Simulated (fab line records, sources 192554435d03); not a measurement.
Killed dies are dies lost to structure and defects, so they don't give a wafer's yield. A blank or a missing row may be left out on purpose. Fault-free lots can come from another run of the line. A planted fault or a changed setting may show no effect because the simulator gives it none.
Which tool is to blame? ; flow n5_finfet ; 72 wafers from 24 lots sampled at 6 of the route's 1938 steps

WHAT THE GAUGES SHOWED, per wafer
The record lacks any reading of a measuring or inspecting step that a usual standard deviation could be used to judge.

WHAT TOOL EACH LOT RAN ON (gives the tool, then ch and the chambers of the sampled wafers, and finally the start)
lot;N5_BEOL_M1_ANNEAL_91;N5_BEOL_M2_ETCH_77;N5_BEOL_M2_ALD_98;N5_BEOL_M2_ANNEAL_49;N5_BEOL_M2_SPUTTER_92;N5_BEOL_M2_SPUTTER_94
L074;pvd_sputter-01, day 6 17:37;rie_diel-04 ch 0,2,3, day 6 21:50;ald_sin-03 ch 0,1, day 6 21:56;pvd_sputter-03, day 7 09:28;pvd_sputter-03, day 7 10:42;pvd_sputter-03, day 7 10:55
L075;pvd_sputter-03, day 6 18:27;rie_diel-05 ch 0,3, day 7 00:01;ald_sin-03 ch 0,1,3, day 7 00:07;pvd_sputter-01, day 7 13:12;pvd_sputter-01, day 7 14:26;pvd_sputter-01, day 7 14:40
L076;pvd_sputter-03, day 7 13:52;rie_diel-02 ch 1,2,3, day 7 18:17;ald_sin-01 ch 0,2,3, day 7 18:23;pvd_sputter-02, day 8 02:53;pvd_sputter-02, day 8 04:07;pvd_sputter-02, day 8 04:20
L077;pvd_sputter-03, day 7 16:52;rie_diel-04 ch 1,2, day 7 22:37;ald_sin-03 ch 0,2,3, day 7 22:43;pvd_sputter-01, day 8 03:26;pvd_sputter-01, day 8 04:40;pvd_sputter-01, day 8 04:53
L078;pvd_sputter-01, day 7 20:02;rie_diel-05 ch 0,2,3, day 7 23:44;ald_sin-01 ch 0,3, day 7 23:50;pvd_sputter-01, day 8 08:37;pvd_sputter-01, day 8 09:52;pvd_sputter-01, day 8 10:05
L079;pvd_sputter-02, day 8 09:08;rie_diel-05 ch 0,2,3, day 8 13:35;ald_sin-01 ch 0,2,3, day 8 13:58;pvd_sputter-03, day 8 17:15;pvd_sputter-03, day 8 18:29;pvd_sputter-03, day 8 18:43
L080;pvd_sputter-01, day 8 12:43;rie_diel-05 ch 0,2,3, day 8 17:53;ald_sin-03 ch 0,1, day 8 18:31;pvd_sputter-02, day 9 03:09;pvd_sputter-02, day 9 04:23;pvd_sputter-02, day 9 04:37
L081;pvd_sputter-03, day 8 14:50;rie_diel-04 ch 0,1,3, day 8 18:44;ald_sin-04 ch 0,1,3, day 8 18:50;pvd_sputter-01, day 9 08:45;pvd_sputter-01, day 9 09:59;pvd_sputter-01, day 9 10:13
L082;pvd_sputter-01, day 8 21:47;rie_diel-05 ch 0,3, day 9 02:04;ald_sin-01 ch 0,1,3, day 9 02:21;pvd_sputter-03, day 9 16:49;pvd_sputter-03, day 14 06:43;pvd_sputter-03, day 14 06:56
L083;pvd_sputter-03, day 9 02:34;rie_diel-05 ch 1,2,3, day 9 07:33;ald_sin-04 ch 0,1,2, day 9 07:39;pvd_sputter-02, day 11 01:49;pvd_sputter-02, day 11 03:03;pvd_sputter-02, day 11 03:16
L084;pvd_sputter-03, day 9 04:24;rie_diel-02 ch 0,2,3, day 9 08:34;ald_sin-01 ch 1,2,3, day 9 08:43;pvd_sputter-01, day 11 02:01;pvd_sputter-01, day 11 03:15;pvd_sputter-01, day 11 03:28
L085;pvd_sputter-03, day 9 06:34;rie_diel-02 ch 2,3, day 9 10:08;ald_sin-04 ch 0,3, day 9 10:14;pvd_sputter-01, day 11 13:49;pvd_sputter-01, day 11 15:04;pvd_sputter-01, day 11 15:17
L086;pvd_sputter-03, day 9 09:53;rie_diel-04 ch 0,2,3, day 9 13:53;ald_sin-01 ch 1,3, day 9 13:59;pvd_sputter-01, day 12 05:28;pvd_sputter-01, day 12 06:42;pvd_sputter-01, day 12 06:55
L087;pvd_sputter-02, day 9 18:12;rie_diel-04 ch 0,1,2, day 9 22:30;ald_sin-01 ch 1,2,3, day 9 22:41;pvd_sputter-01, day 12 17:33;pvd_sputter-01, day 12 18:47;pvd_sputter-01, day 12 19:01
L088;pvd_sputter-02, day 9 21:00;rie_diel-05 ch 1,2,3, day 10 01:35;ald_sin-04 ch 1,2, day 10 01:46;pvd_sputter-01, day 12 19:26;pvd_sputter-01, day 12 20:40;pvd_sputter-01, day 12 20:53
L090;pvd_sputter-01, day 10 08:43;rie_diel-02 ch 0,3, day 10 12:10;ald_sin-01 ch 0,3, day 10 12:43;pvd_sputter-01, day 13 01:44;pvd_sputter-01, day 13 02:59;pvd_sputter-01, day 13 03:12
L089;pvd_sputter-02, day 10 17:41;rie_diel-04 ch 0,1,2, day 11 00:29;ald_sin-03 ch 1,2,3, day 11 00:36;pvd_sputter-02, day 13 06:32;pvd_sputter-02, day 13 07:47;pvd_sputter-02, day 13 08:00
L091;pvd_sputter-01, day 10 22:04;rie_diel-04 ch 0,1,3, day 11 01:51;ald_sin-01 ch 0,1,3, day 11 01:57;pvd_sputter-02, day 12 20:01;pvd_sputter-02, day 12 21:15;pvd_sputter-02, day 12 21:28
L092;pvd_sputter-01, day 11 06:28;rie_diel-02 ch 0,2,3, day 11 11:05;ald_sin-03 ch 0,1, day 11 11:11;pvd_sputter-01, day 13 04:43;pvd_sputter-01, day 13 05:58;pvd_sputter-01, day 13 06:11
L094;pvd_sputter-02, day 11 06:29;rie_diel-05 ch 0,3, day 11 11:16;ald_sin-03 ch 2,3, day 11 11:22;pvd_sputter-01, day 13 07:55;pvd_sputter-01, day 13 09:10;pvd_sputter-01, day 13 09:23
L093;pvd_sputter-01, day 11 16:59;rie_diel-02 ch 0,1,3, day 11 20:29;ald_sin-03 ch 1,3, day 11 20:35;pvd_sputter-01, day 13 16:02;pvd_sputter-01, day 13 17:16;pvd_sputter-01, day 13 17:29
L095;pvd_sputter-01, day 11 18:49;rie_diel-05 ch 0,1,3, day 11 22:14;ald_sin-03 ch 0,1,3, day 11 22:19;pvd_sputter-02, day 13 16:15;pvd_sputter-02, day 13 17:29;pvd_sputter-02, day 13 17:43
L096;pvd_sputter-02, day 12 06:24;rie_diel-02 ch 0,1,3, day 12 12:04;ald_sin-01 ch 2,3, day 12 12:10;pvd_sputter-01, day 14 04:52;pvd_sputter-01, day 14 06:07;pvd_sputter-01, day 14 06:20
L097;pvd_sputter-01, day 13 10:55;rie_diel-02 ch 1,2, day 13 14:32;ald_sin-04 ch 1,2,3, day 13 14:38;pvd_sputter-01, day 14 12:12;pvd_sputter-01, day 14 13:26;pvd_sputter-01, day 14 13:40
- N5_BEOL_M1_ANNEAL_91: time 240 s.
- N5_BEOL_M2_ETCH_77: etches underlayer in N2/H2, target depth 6.5 nm, time 5.2 s.
- N5_BEOL_M2_ALD_98: deposits SiO2, target thk 2.5 nm, pulse time 1 s, co reactant pulse time 1 s.
- N5_BEOL_M2_ANNEAL_49: time 240 s.
- N5_BEOL_M2_SPUTTER_92: material Cu, target thk 4.5 nm, time 8.29 s.
- N5_BEOL_M2_SPUTTER_94: material Cu, target thk 4.5 nm, time 8.29 s.

AS READ BY THE TOOLS THEMSELVES (means over the sampled wafers that have a number; for cases with no such wafer, the mark the record gives instead)
N5_BEOL_M1_ANNEAL_91.
lot;tool;heater_power_w (W)
L074;pvd_sputter-01;719
L075;pvd_sputter-03;891
L076;pvd_sputter-03;841
L077;pvd_sputter-03;832
L078;pvd_sputter-01;793
L079;pvd_sputter-02;836
L080;pvd_sputter-01;787
L081;pvd_sputter-03;797
L082;pvd_sputter-01;749
L083;pvd_sputter-03;856
L084;pvd_sputter-03;810
L085;pvd_sputter-03;779
L086;pvd_sputter-03;866
L087;pvd_sputter-02;796
L088;pvd_sputter-02;854
L090;pvd_sputter-01;760
L089;pvd_sputter-02;808
L091;pvd_sputter-01;798
L092;pvd_sputter-01;723
L094;pvd_sputter-02;764
L093;pvd_sputter-01;716
L095;pvd_sputter-01;791
L096;pvd_sputter-02;839
L097;pvd_sputter-01;782

N5_BEOL_M2_ETCH_77.
lot;tool;bias_w (W);chamber_pressure_mTorr (mTorr);drypump_motor_current_A (A);etch_rf_on_time_s (s);oes_product_au (a.u.);rf_vpp_V (V);showerhead_plenum_p_Torr (Torr);throttle_valve_pct (%)
L074;rie_diel-04;149.8;30.00;5.5;5.25;0.59;523.5;2.51;18.02
L075;rie_diel-05;150.0;29.97;6.4;5.20;0.75;525.2;2.62;17.87
L076;rie_diel-02;149.3;29.99;5.7;5.23;0.66;525.1;2.59;17.96
L077;rie_diel-04;150.2;30.02;5.5;5.18;0.72;522.9;2.50;17.93
L078;rie_diel-05;150.3;29.99;6.2;5.21;0.67;526.8;2.62;18.00
L079;rie_diel-05;149.9;29.98;6.2;5.20;0.66;526.7;2.62;18.00
L080;rie_diel-05;150.1;30.01;6.2;5.20;0.66;526.5;2.62;18.01
L081;rie_diel-04;149.8;29.98;5.6;5.14;0.74;525.7;2.60;17.97
L082;rie_diel-05;149.9;29.98;6.5;5.23;0.66;525.6;2.62;17.94
L083;rie_diel-05;149.9;30.03;5.9;5.18;0.66;525.7;2.65;17.96
L084;rie_diel-02;150.0;30.02;5.7;5.28;0.64;523.4;2.51;17.97
L085;rie_diel-02;150.1;30.02;5.6;5.28;0.66;523.9;2.52;18.06
L086;rie_diel-04;150.0;29.99;5.5;5.24;0.66;525.4;2.61;17.92
L087;rie_diel-04;149.6;29.99;5.6;5.19;0.71;525.8;2.57;17.87
L088;rie_diel-05;149.8;30.00;5.9;5.14;0.66;527.8;2.65;17.98
L090;rie_diel-02;150.2;30.01;5.6;5.29;0.61;519.2;2.42;17.90
L089;rie_diel-04;149.8;29.94;5.6;5.17;0.70;524.4;2.56;17.91
L091;rie_diel-04;149.9;29.96;5.6;5.13;0.79;525.1;2.59;17.84
L092;rie_diel-02;150.2;30.02;5.6;5.23;0.64;522.8;2.50;17.98
L094;rie_diel-05;149.8;30.03;6.5;5.27;0.64;525.9;2.61;17.97
L093;rie_diel-02;150.2;30.02;5.7;5.23;0.62;523.2;2.49;17.94
L095;rie_diel-05;149.7;30.05;6.1;5.19;0.70;526.7;2.64;17.90
L096;rie_diel-02;150.0;30.01;5.6;5.29;0.61;522.2;2.49;17.93
L097;rie_diel-02;149.6;29.99;5.7;5.13;0.63;527.1;2.63;17.97

N5_BEOL_M2_ALD_98.
lot;tool;chamber_pressure_Torr (Torr);heater_power_w (W);precursor_pulse_height_rel
L074;ald_sin-03;1.998;72;1.004
L075;ald_sin-03;2.006;72;1.008
L076;ald_sin-01;1.998;77;1.011
L077;ald_sin-03;1.998;84;0.991
L078;ald_sin-01;1.998;73;1.003
L079;ald_sin-01;2.001;78;1.018
L080;ald_sin-03;2.000;71;1.009
L081;ald_sin-04;2.000;83;0.985
L082;ald_sin-01;2.006;74;0.996
L083;ald_sin-04;2.000;76;0.989
L084;ald_sin-01;1.999;82;1.021
L085;ald_sin-04;1.999;84;0.995
L086;ald_sin-01;2.000;78;0.986
L087;ald_sin-01;2.000;81;1.006
L088;ald_sin-04;2.003;71;1.000
L090;ald_sin-01;1.999;70;0.992
L089;ald_sin-03;1.999;82;0.993
L091;ald_sin-01;2.001;74;1.011
L092;ald_sin-03;2.000;72;0.986
L094;ald_sin-03;2.000;92;1.019
L093;ald_sin-03;2.003;74;0.987
L095;ald_sin-03;2.002;74;1.006
L096;ald_sin-01;1.999;83;0.983
L097;ald_sin-04;1.999;79;0.995

N5_BEOL_M2_ANNEAL_49.
lot;tool;heater_power_w (W)
L074;pvd_sputter-03;796
L075;pvd_sputter-01;794
L076;pvd_sputter-02;875
L077;pvd_sputter-01;752
L078;pvd_sputter-01;785
L079;pvd_sputter-03;843
L080;pvd_sputter-02;834
L081;pvd_sputter-01;755
L082;pvd_sputter-03;872
L083;pvd_sputter-02;810
L084;pvd_sputter-01;749
L085;pvd_sputter-01;710
L086;pvd_sputter-01;786
L087;pvd_sputter-01;827
L088;pvd_sputter-01;759
L090;pvd_sputter-01;742
L089;pvd_sputter-02;812
L091;pvd_sputter-02;842
L092;pvd_sputter-01;779
L094;pvd_sputter-01;754
L093;pvd_sputter-01;790
L095;pvd_sputter-02;835
L096;pvd_sputter-01;718
L097;pvd_sputter-01;763

N5_BEOL_M2_SPUTTER_92.
lot;tool;chuck_gas_flow_sccm (sccm);throttle_valve_pct (%)
L074;pvd_sputter-03;1.30;28.8
L075;pvd_sputter-01;1.27;29.4
L076;pvd_sputter-02;1.22;30.2
L077;pvd_sputter-01;1.27;29.5
L078;pvd_sputter-01;1.26;29.7
L079;pvd_sputter-03;1.25;28.6
L080;pvd_sputter-02;1.27;29.7
L081;pvd_sputter-01;1.28;30.2
L082;pvd_sputter-03;1.27;28.9
L083;pvd_sputter-02;1.22;29.4
L084;pvd_sputter-01;1.26;30.4
L085;pvd_sputter-01;1.26;30.9
L086;pvd_sputter-01;1.30;29.4
L087;pvd_sputter-01;1.28;29.1
L088;pvd_sputter-01;1.25;29.5
L090;pvd_sputter-01;1.28;30.4
L089;pvd_sputter-02;1.26;29.5
L091;pvd_sputter-02;1.29;30.0
L092;pvd_sputter-01;1.29;29.8
L094;pvd_sputter-01;1.31;29.4
L093;pvd_sputter-01;1.30;30.0
L095;pvd_sputter-02;1.27;29.8
L096;pvd_sputter-01;1.26;30.9
L097;pvd_sputter-01;1.26;30.0

N5_BEOL_M2_SPUTTER_94.
lot;tool;chuck_gas_flow_sccm (sccm);throttle_valve_pct (%)
L074;pvd_sputter-03;1.30;28.7
L075;pvd_sputter-01;1.28;29.4
L076;pvd_sputter-02;1.23;30.1
L077;pvd_sputter-01;1.25;29.3
L078;pvd_sputter-01;1.27;29.8
L079;pvd_sputter-03;1.32;28.7
L080;pvd_sputter-02;1.27;29.7
L081;pvd_sputter-01;1.27;30.3
L082;pvd_sputter-03;1.31;29.0
L083;pvd_sputter-02;1.25;29.5
L084;pvd_sputter-01;1.30;30.2
L085;pvd_sputter-01;1.25;30.8
L086;pvd_sputter-01;1.22;29.2
L087;pvd_sputter-01;1.24;29.2
L088;pvd_sputter-01;1.22;29.7
L090;pvd_sputter-01;1.28;30.4
L089;pvd_sputter-02;1.25;29.5
L091;pvd_sputter-02;1.24;30.0
L092;pvd_sputter-01;1.29;29.8
L094;pvd_sputter-01;1.22;29.5
L093;pvd_sputter-01;1.26;29.7
L095;pvd_sputter-02;1.29;29.8
L096;pvd_sputter-01;1.28;30.8
L097;pvd_sputter-01;1.26;29.8

THE ANSWER, worked out from the rows above alone
Rule: usual is defined by the lots themselves. The widest of any qualifying gaps counts: lots, ordered by their means at a reading, are off when they make up no more than a third of the lots, leave a main group of 4 or more, and stand apart from it by 3 or more times the standard deviation of that group's means. If all means in a main group match to the digits the tables above print for the reading, that group is not used. A lot without any number at a reading at which 4 lots or more have one is off too. All remaining lots with rows at the step are treated as sound. First the gauges in route order, then the tools' own readings, where a lot's mean is used as printed above. The first step at which some lot is off is used, and at that step the reading that is off furthest; a lot without a number counts as furthest.
None of the lots is off at any reading shown; this tells nothing.

WHAT THE SIMULATOR HAD PUT IN
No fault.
